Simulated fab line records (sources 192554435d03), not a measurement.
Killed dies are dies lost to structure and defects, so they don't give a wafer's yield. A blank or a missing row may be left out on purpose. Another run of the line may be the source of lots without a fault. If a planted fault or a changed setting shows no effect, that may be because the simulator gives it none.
Split-lot trial + flow n5Finfet + 7 lots, 39 wafers read, on a route of 1938 steps

== ON THE SPLIT ==
At N5_SDB_ALD_29 (deposits SiNx, target thk 30 nm, pulse time 1 s, ald cycles 600), the setting aldCycles was moved away from the recipe's 600 on 9 of the 39 wafers read, by -20.2% to +40.7%. For the rest of the wafers, this setting stayed at what the recipe calls for.

The reading comes from the split's own step.

== THE READING ==
SiNx_of_SDB_ALD_29.thkNm (the simulator's own value, which no gauge read), in nm, at N5_SDB_ALD_29 (deposits SiNx, target thk 30 nm, pulse time 1 s, ald cycles 600). The file gives no usual value for it. Here, 30 wafers ran the recipe; their average is 29.9 nm with a standard deviation of 0.14 nm.

| wafer  | tool, chamber at the split | aldCycles as run | against the recipe | SiNx_of_SDB_ALD_29.thkNm, nm | against lot-mates on the recipe |
|--------|----------------------------|------------------|--------------------|------------------------------|---------------------------------|
| L075.1 | aldSin-04, 2,3,0,1,3       | 600              | recipe             | 29.8                         | -                               |
| L075.2 | aldSin-04, 2,3,0,1,3       | 600              | recipe             | 29.8                         | -                               |
| L075.3 | aldSin-04, 2,3,0,1,3       | 600              | recipe             | 29.8                         | -                               |
| L075.4 | aldSin-04, 2,3,0,1,3       | 600              | recipe             | 29.8                         | -                               |
| L075.6 | aldSin-04, 2,3,0,1,3       | 600              | recipe             | 29.8                         | -                               |
| L075.5 | aldSin-04, 2               | 600              | recipe             | 30                           | -                               |
| L076.1 | aldSin-04, 1,3,2,2,3       | 600              | recipe             | 30                           | -                               |
| L076.2 | aldSin-04, 1,3,2,2,3       | 600              | recipe             | 30                           | -                               |
| L076.3 | aldSin-04, 1,3,2,2,3       | 600              | recipe             | 30                           | -                               |
| L076.5 | aldSin-04, 1,3,2,2,3       | 600              | recipe             | 30                           | -                               |
| L076.6 | aldSin-04, 1,3,2,2,3       | 600              | recipe             | 30                           | -                               |
| L076.4 | aldSin-04, 0               | 600              | recipe             | 29.8                         | -                               |
| L078.1 | aldSin-01, 2,0,2           | 600              | recipe             | 30                           | -                               |
| L078.5 | aldSin-01, 2,0,2           | 600              | recipe             | 30                           | -                               |
| L078.6 | aldSin-01, 2,0,2           | 600              | recipe             | 30                           | -                               |
| L078.2 | aldSin-01, 0,1,1           | 844              | +40.7%             | 42                           | +12.0                           |
| L078.3 | aldSin-01, 0,1,1           | 844              | +40.7%             | 42                           | +12.0                           |
| L078.4 | aldSin-01, 0,1,1           | 844              | +40.7%             | 42                           | +12.0                           |
| L087.3 | aldSin-04, 0               | 600              | recipe             | 29.6                         | -                               |
| L087.4 | aldSin-04, 2               | 600              | recipe             | 29.8                         | -                               |
| L087.6 | aldSin-04, 2               | 600              | recipe             | 30                           | -                               |
| L088.1 | aldSin-01, 1               | 600              | recipe             | 29.6                         | -                               |
| L088.2 | aldSin-01, 0,2             | 600              | recipe             | 29.8                         | -                               |
| L088.3 | aldSin-01, 0,2             | 600              | recipe             | 29.8                         | -                               |
| L088.4 | aldSin-01, 0,1,2           | 479              | -20.2%             | 23.8                         | -5.9                            |
| L088.5 | aldSin-01, 0,1,2           | 479              | -20.2%             | 23.8                         | -5.9                            |
| L088.6 | aldSin-01, 0,1,2           | 479              | -20.2%             | 23.8                         | -5.9                            |
| L090.1 | aldSin-01, 2               | 600              | recipe             | 29.8                         | -                               |
| L090.5 | aldSin-01, 2               | 600              | recipe             | 29.8                         | -                               |
| L090.2 | aldSin-01, 1               | 600              | recipe             | 29.6                         | -                               |
| L090.3 | aldSin-01, 2,1,1           | 781              | +30.2%             | 38.8                         | +9.1                            |
| L090.4 | aldSin-01, 2,1,1           | 781              | +30.2%             | 38.8                         | +9.1                            |
| L090.6 | aldSin-01, 2,1,1           | 781              | +30.2%             | 38.8                         | +9.1                            |
| L093.1 | aldSin-04, 3,2,0,1,2       | 600              | recipe             | 30                           | -                               |
| L093.2 | aldSin-04, 3,2,0,1,2       | 600              | recipe             | 30                           | -                               |
| L093.3 | aldSin-04, 3,2,0,1,2       | 600              | recipe             | 30                           | -                               |
| L093.5 | aldSin-04, 3,2,0,1,2       | 600              | recipe             | 30                           | -                               |
| L093.6 | aldSin-04, 3,2,0,1,2       | 600              | recipe             | 30                           | -                               |
| L093.4 | aldSin-04, 1               | 600              | recipe             | 30.2                         | -                               |
The file does not say which wafer passed through which chamber wherever a row lists several chambers: such a row stands for several wafers.

FIT RESULTS
A straight line over all 39 wafers: SiNx_of_SDB_ALD_29.thkNm changes by +0.298 nm for each +1% of aldCycles; r = +1.00; the points scatter about the line by 0.13 nm.
The same after taking each lot's own level away (the mean of its wafers on the recipe; 39 wafers): +0.296 nm for each +1%; r = +1.00; scatter 0.089 nm.
On that fit, the largest move of aldCycles shifts the reading by 12 nm.
The lots' own levels span 29.73 to 30.03 nm, that is 2.1 times the standard deviation above.
The two slopes agree, so the slope changes little with the lot-to-lot level.
Check: with one of the wafers moved furthest among these (+40.7%) left out of the fit, the line predicts +12.1 nm for it against its lot-mates. It came out at +12 nm against them.

== THE OTHER SPLITS THESE WAFERS WENT THROUGH ==
These wafers also went through other splits before the reading. Each is held against what the fit with the lots' levels taken away leaves over:
| other split on the same wafers      | wafers away from the commonest value | r with SiNx_of_SDB_ALD_29.thkNm (lot level and that fit taken away) |
|-------------------------------------|--------------------------------------|---------------------------------------------------------------------|
| N5_FIN_CUT_CUT_ETCH_15 targetDepthA | 12                                   | -0.09                                                               |
| N5_SD_EPI_N_EPI_21 epiGrowthTimeS   | 9                                    | +0.11                                                               |

== FILE'S OWN FIT ==
SiNx_of_SDB_ALD_29.thkNm changes by +0.297 nm for each +1% of aldCycles, r = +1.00.
